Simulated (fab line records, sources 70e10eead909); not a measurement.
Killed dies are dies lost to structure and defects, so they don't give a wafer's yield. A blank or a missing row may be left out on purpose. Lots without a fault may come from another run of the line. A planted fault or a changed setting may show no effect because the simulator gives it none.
Tool commonality check | flow nand_harc | 14 lots, 42 wafers sampled

WHY IT WAS OPENED
At NHARC_A_ONON_D1_THK_MEAS_24 the reading thk_nm is flagged on 2 of 14 lots. Wafers without a fault read 1001 nm, standard deviation 11.
Rule: a lot is flagged when every wafer of it that has a number lies more than 4 standard deviations from that mean, or none has a number. The other lots count as sound.

lot  | measured     | on            | thk_nm (nm), wafer by wafer | flag
L102 | day 8 02:48  | film_metro-02 | 998 998 996                 |
L104 | day 8 23:58  | film_metro-01 | 997 998 997                 |
L106 | day 9 20:06  | film_metro-01 | 999 999 999                 |
L108 | day 10 14:48 | film_metro-02 | 1000 998 999                |
L109 | day 11 07:28 | film_metro-02 | 1000 1002 1001              |
L110 | day 11 14:59 | film_metro-01 | 989 990 990                 |
L113 | day 12 18:55 | film_metro-01 | 1003 1002 1003              |
L112 | day 12 18:55 | film_metro-02 | 1014 1014 1014              |
L114 | day 13 00:57 | film_metro-02 | 1001 1000 1002              |
L118 | day 15 01:49 | film_metro-02 | 1548 1549 1549              | FLAGGED
L119 | day 15 01:49 | film_metro-01 | 1010 1010 1011              |
L121 | day 16 04:34 | film_metro-02 | 1557 1560 1558              | FLAGGED
L124 | day 17 08:39 | film_metro-01 | 1011 1009 1010              |
L125 | day 17 18:43 | film_metro-01 | 1010 1010 1010              |
The numbers of the flagged lots are 1554 nm on average: +552 nm against the usual, or +50 standard deviations.

WHICH TOOL RAN EACH LOT
The record holds 2 process steps before the reading, out of a route of 1302 steps. In each cell: the tool, then ch and the chambers that the sampled wafers went through, then the start.
lot  | flag    | NHARC_P_BONDPAD_DEGAS_25     | NHARC_A_ONON_D1_DEP_22
L102 |         | pvd_sputter-02, day 6 15:59  | pecvd_onon-02 ch 0, day 8 02:17
L104 |         | pvd_sputter-03, day 7 11:35  | pecvd_onon-03 ch 0, day 8 23:31
L106 |         | pvd_sputter-02, day 8 07:08  | pecvd_onon-03 ch 0, day 9 19:35
L108 |         | pvd_sputter-01, day 9 02:29  | pecvd_onon-02 ch 0, day 10 14:17
L109 |         | pvd_sputter-02, day 9 18:24  | pecvd_onon-03 ch 0, day 11 07:01
L110 |         | pvd_sputter-02, day 10 00:09 | pecvd_onon-02 ch 0, day 11 14:31
L113 |         | pvd_sputter-01, day 11 05:15 | pecvd_onon-04 ch 0, day 12 18:25
L112 |         | pvd_sputter-02, day 11 07:19 | pecvd_onon-02 ch 0, day 12 18:32
L114 |         | pvd_sputter-02, day 11 13:18 | pecvd_onon-04 ch 0, day 13 00:26
L118 | FLAGGED | pvd_sputter-01, day 13 10:58 | pecvd_onon-03 ch 0, day 15 01:29
L119 |         | pvd_sputter-03, day 13 12:59 | pecvd_onon-02 ch 0, day 15 01:22
L121 | FLAGGED | pvd_sputter-01, day 14 11:28 | pecvd_onon-03 ch 0, day 16 04:11
L124 |         | pvd_sputter-01, day 15 18:14 | pecvd_onon-02 ch 0, day 17 08:08
L125 |         | pvd_sputter-03, day 16 02:08 | pecvd_onon-02 ch 0, day 17 18:16
What these steps do:
- NHARC_P_BONDPAD_DEGAS_25: time 60 s.
- NHARC_A_ONON_D1_DEP_22: target thk 1000 nm.
- NHARC_A_ONON_D1_THK_MEAS_24: measures by ellipsometry.

FLAGGED OVER TOTAL, TOOL BY TOOL (the gauges that took the reading come last)
step                        | tool           | lots run | flagged | share of the flagged lots | sound lots run after its first flagged lot
NHARC_P_BONDPAD_DEGAS_25    | pvd_sputter-01 | 5        | 2       | all                       | 1 (L124)
NHARC_P_BONDPAD_DEGAS_25    | pvd_sputter-02 | 6        | 0       | none                      | -
NHARC_P_BONDPAD_DEGAS_25    | pvd_sputter-03 | 3        | 0       | none                      | -
NHARC_A_ONON_D1_DEP_22      | pecvd_onon-02  | 7        | 0       | none                      | -
NHARC_A_ONON_D1_DEP_22      | pecvd_onon-03  | 5        | 2       | all                       | 0
NHARC_A_ONON_D1_DEP_22      | pecvd_onon-04  | 2        | 0       | none                      | -
NHARC_A_ONON_D1_THK_MEAS_24 | film_metro-01  | 7        | 0       | none                      | -
NHARC_A_ONON_D1_THK_MEAS_24 | film_metro-02  | 7        | 2       | all                       | 0

WHAT THE TABLE ALLOWS
3 rows of the table ran every flagged lot: pvd_sputter-01 at NHARC_P_BONDPAD_DEGAS_25, pecvd_onon-03 at NHARC_A_ONON_D1_DEP_22, film_metro-02 at NHARC_A_ONON_D1_THK_MEAS_24.
- pvd_sputter-01 at NHARC_P_BONDPAD_DEGAS_25: 2 of its 5 lots flagged. Sound lots ran on it after the first flagged one (L124), which a lasting fault on the whole tool wouldn't allow.
- pecvd_onon-03 at NHARC_A_ONON_D1_DEP_22: 2 of its 5 lots flagged. Its last sound lot is L109 (day 11 07:01), its first flagged lot L118 (day 15 01:29): a fault that began between those two fits.
- film_metro-02 at NHARC_A_ONON_D1_THK_MEAS_24: 2 of its 7 lots flagged. Its last sound lot is L114 (day 13 00:57), its first flagged lot L118 (day 15 01:49): a fault that began between those two fits.
Counting lots can't tell these 2 tools apart, because each fits a fault that began at some hour. More lots, or a look at what each step does to the wafer, might.

WHAT THE SIMULATOR HAD PUT IN
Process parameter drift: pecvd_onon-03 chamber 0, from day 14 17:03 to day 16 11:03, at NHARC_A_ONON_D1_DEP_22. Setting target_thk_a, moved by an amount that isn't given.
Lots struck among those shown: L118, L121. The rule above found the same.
